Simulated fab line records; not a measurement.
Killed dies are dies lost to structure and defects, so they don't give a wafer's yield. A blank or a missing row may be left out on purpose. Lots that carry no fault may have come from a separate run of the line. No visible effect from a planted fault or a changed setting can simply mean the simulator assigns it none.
Matching of chambers -- flow n5Finfet -- rieDiel-05 running N5_FIN_CUT_DESCUM_13: 4 sister chambers
The step chemistry O2, time 7 s. 4 wafers are shown with their chamber, then 12 later ones without.

EACH WAFER AND ITS CHAMBER
wafer,chamber,showerheadPlenumPTorr (Torr)
L080.1,2,2.13
L081.2,3,2.16
L085.4,0,2.04
L085.6,1,2.16

WAFERS WHOSE CHAMBER IS MISSING
wafer,showerheadPlenumPTorr (Torr)
L087.2,2.12
L087.4,2.04
L087.6,2.04
L089.1,2.12
L089.3,2.15
L089.6,2.16
L092.2,2.12
L092.3,2.03
L092.5,2.15
L096.3,2.15
L096.5,2.15
L096.6,2.12

THE CHAMBER EACH PASSED THROUGH
wafer,from the rows above,in truth
L087.2,2,2
L087.4,0,0
L087.6,0,0
L089.1,2,2
L089.3,can't be placed: 1 or 3 or 2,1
L089.6,can't be placed: 1 or 3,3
L092.2,2,2
L092.3,0,0
L092.5,can't be placed: 1 or 3 or 2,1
L096.3,can't be placed: 1 or 3 or 2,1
L096.5,can't be placed: 1 or 3 or 2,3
L096.6,2,2
Correctly placed: 7 of 12. Can't be placed from these rows: 5 (the true chamber is among the candidates in 5). Placed wrongly: 0.
How it was worked out, from the rows above alone: a wafer's distance from a chamber is the root of the sum, over the readings, of the square of ((its reading less the chamber's mean) divided by the reading's scatter). If the next closest chamber is less than 2 further off than the closest, the wafer can't be placed; otherwise it belongs to the closest. The mean given for a chamber averages the wafers shown for that chamber. The scatter: with one shown wafer a chamber, the root of the mean of the squares of how far each hidden wafer lies from its nearest shown one.
